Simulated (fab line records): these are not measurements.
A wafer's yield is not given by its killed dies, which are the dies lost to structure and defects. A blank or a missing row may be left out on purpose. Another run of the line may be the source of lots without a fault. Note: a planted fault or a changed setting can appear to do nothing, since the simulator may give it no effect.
Problem report, 8D (eight disciplines) form, completed by code || flow nand harc || the parts of the form that need people (team, actions taken, sign-off) are left out

== 1. WHAT IS WRONG ==
oes product au at NHARC_THIN_TSV_ETCH_36 reads a mean of 0.839 a.u. on 2 wafers of 1 lot; wafers without a fault read 0.992 a.u. with a standard deviation of 0.012. Relative to the usual mean, that is a shift of -13 standard deviations.
The step: etches the open film in Cl2/BCl3, target depth 65 nm, time 18.571 s.
Seen first at day 23 18:17 on rie metal-01, wafer L561.2. At this step, 39 wafers from 13 lots have a number in the record. Rule for "out" (also "out of limits"): further than 4 standard deviations from the usual mean. The other wafers with a number count as sound.

== 2. WHAT IT IS, WHAT IT ISN'T ==
{"question": "which readings at this step", "is": "oes product au", "is not": "drypump motor current A"}
{"question": "which lots", "is": "L561", "is not": "L543, L544, L545, L546, L547, L548, L550, L551, L553, L555, L563, L566"}
{"question": "which wafers of those lots", "is": "L561.2, L561.6", "is not": "L561.1"}
{"question": "read on which tools", "is": "rie metal-01", "is not": "rie metal-02, rie metal-03"}
{"question": "when", "is": "from day 23 18:17", "is not": "up to then (31 sound wafers); but 6 sound wafers of L563, L566 came after"}

== 3. THE SUSPECTS, EACH WITH WHAT RULES IT OUT ==
Counting: any tool at a process step up to the reading remains a suspect provided it ran every lot that is out. Sound lots after the first of them don't rule it out here, since some wafers of a struck lot are sound.
- pvd sputter-02 at NHARC_A_BONDPAD_PVD_27 (deposits Cu, target thk 30 nm, time 20.49 s): kept. The lot that is out, L561, ran on it at day 23 03:43; the last sound lot it ran before that was L553, at day 20 08:07. With no start given for some of its lots, NHARC_A_BONDPAD_PVD_27 uses the hours and lot order of NHARC_HYBRID_BOND_OVL_MEAS_05.
- rie metal-01 at NHARC_THIN_TSV_ETCH_36 (etches the open film in Cl2/BCl3, target depth 65 nm, time 18.571 s): kept. The lot that is out, L561, ran on it at day 23 18:17; the last sound lot it ran before that was L551, at day 21 07:26. Its own oes product au readings are out on those wafers.
- Within rie metal-01 at NHARC_THIN_TSV_ETCH_36, the wafers that are out were processed in chamber 0 and their sound lot-mates in chamber 1.
After counting, pvd sputter-02 at NHARC_A_BONDPAD_PVD_27 and rie metal-01 at NHARC_THIN_TSV_ETCH_36 remain.

== 4. THE CAUSE (what the simulator had put in) ==
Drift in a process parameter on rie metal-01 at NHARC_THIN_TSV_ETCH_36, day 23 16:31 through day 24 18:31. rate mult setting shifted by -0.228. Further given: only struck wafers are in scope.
Counting left 2 suspects, and this tool is among them.

== 5. THE CHAIN OF EFFECTS, in route order ==
One row per reading whose mean, taken over the struck wafers that have a number, lies over 3 standard deviations from the usual. Scope: only readings with a usual standard deviation given in the record; hours: median across lots of the time from each lot's start at the first step in this table that gives one to its start at this step; sigmas: change in usual standard deviations.
{"hours": 0, "step": "NHARC_THIN_TSV_ETCH_36", "reading": "oes product au", "usual": "0.992 a.u.", "on struck wafers": 0.839, "change": -0.153, "sigmas": -13}
Process steps it contains:
- NHARC_THIN_TSV_ETCH_36: etches the open film in Cl2/BCl3, target depth 65 nm, time 18.571 s.

== 6. HOW IT WOULD HAVE BEEN CAUGHT EARLIER ==
In this record no reading fell out of limits until day 23 18:17, 2 hours after the fault had begun at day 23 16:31.
